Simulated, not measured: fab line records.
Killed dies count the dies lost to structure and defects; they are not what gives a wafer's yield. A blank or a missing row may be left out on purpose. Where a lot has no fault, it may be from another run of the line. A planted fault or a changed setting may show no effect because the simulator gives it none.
Struck lot and sound lot, side by side | flow n5_finfet | 12 steps out of a route of 1938
Sound: these wafers, L961.1, L961.5, L961.6. Wafers struck: L957.2, L957.5, L957.6. The cause is given at the end.
Order at every step that has rows: each side's tool, ch and its chambers, its first start. Under that, the readings that differ: sound wafers | struck wafers | difference of the means | sigmas: that difference in standard deviations of wafers without a fault.
alike: same words and numbers on both sides, and readings whose means sit less than 2 such deviations apart. not compared: any withheld reading, any reading some wafer has no value for, any bound like >300 that may hide the same value, and any number with overlapping values for which the record gives no deviation.
A row with sigmas, a row that says differs or no value, or rows on one side alone: a step with any of these is where the two part. Numbers that don't overlap but have no deviation are shown without sigmas and don't part them. A reading that every wafer of one side lacks parts them only if that side has two wafers or more.

N5_START_INSPECT_01: inspects for defects (unpatterned scan).
  sound on defect_inspect-01, day 3 06:02; struck on defect_inspect-02, day 2 06:02
  alike: raw_defect_count
then, 2 steps without rows for these wafers: N5_ZERO_LAYER_PRECLEAN_00 (cleans in SPM, time 600 s); N5_ZERO_LAYER_SRD_01 (time 30 s, dry time 30 s).
N5_ZERO_LAYER_PECVD_02: deposits SiO2 from SiH4/N2O, target thk 10 nm, time 6 s.
  sound on pecvd-01 ch 0,2, day 3 06:17; struck on pecvd-02 ch 0,1, day 2 06:17
  alike: heater_power_w, rf_fwd_power_W, showerhead_plenum_p_Torr
then, 6 steps without rows for these wafers: N5_ZERO_LAYER_HMDS_04 (time 60 s); N5_ZERO_LAYER_COAT_05 (resist thk 1000 nm); N5_ZERO_LAYER_EBR_07; N5_ZERO_LAYER_SOFTBAKE_06 (time 90 s); N5_ZERO_LAYER_EXPOSE_08 (exposes mask ZERO, defocus 0 nm, target cd 2000 nm); N5_ZERO_LAYER_PEB_09.
N5_ZERO_LAYER_DEVELOP_10: develop time 60 s.
  struck on litho_track-03, day 2 06:32; sound on litho_track-01 ch 0, day 3 06:34
  no value came back on the struck wafers for chill_plate_temp_C (C), develop_time_s (s); on the sound wafers chill_plate_temp_C (C) reads 22.82 22.62 22.78
  reading                                      | sound             | struck           | difference | sigmas
  model.coat_of_ZERO_LAYER_COAT_05.thk_nm (nm) | 987.8 986.1 987.3 | 1002 995.5 996.9 | +11        |
then, 1 step without rows for these wafers: N5_ZERO_LAYER_HARDBAKE_23 (time 120 s).

## WHERE THEY PART
N5_ZERO_LAYER_DEVELOP_10 only, going by this record.

WHY: what had been put in by the simulator
Entire step skipped (litho_track-03, N5_ZERO_LAYER_DEVELOP_10), from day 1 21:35 onward. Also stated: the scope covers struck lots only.
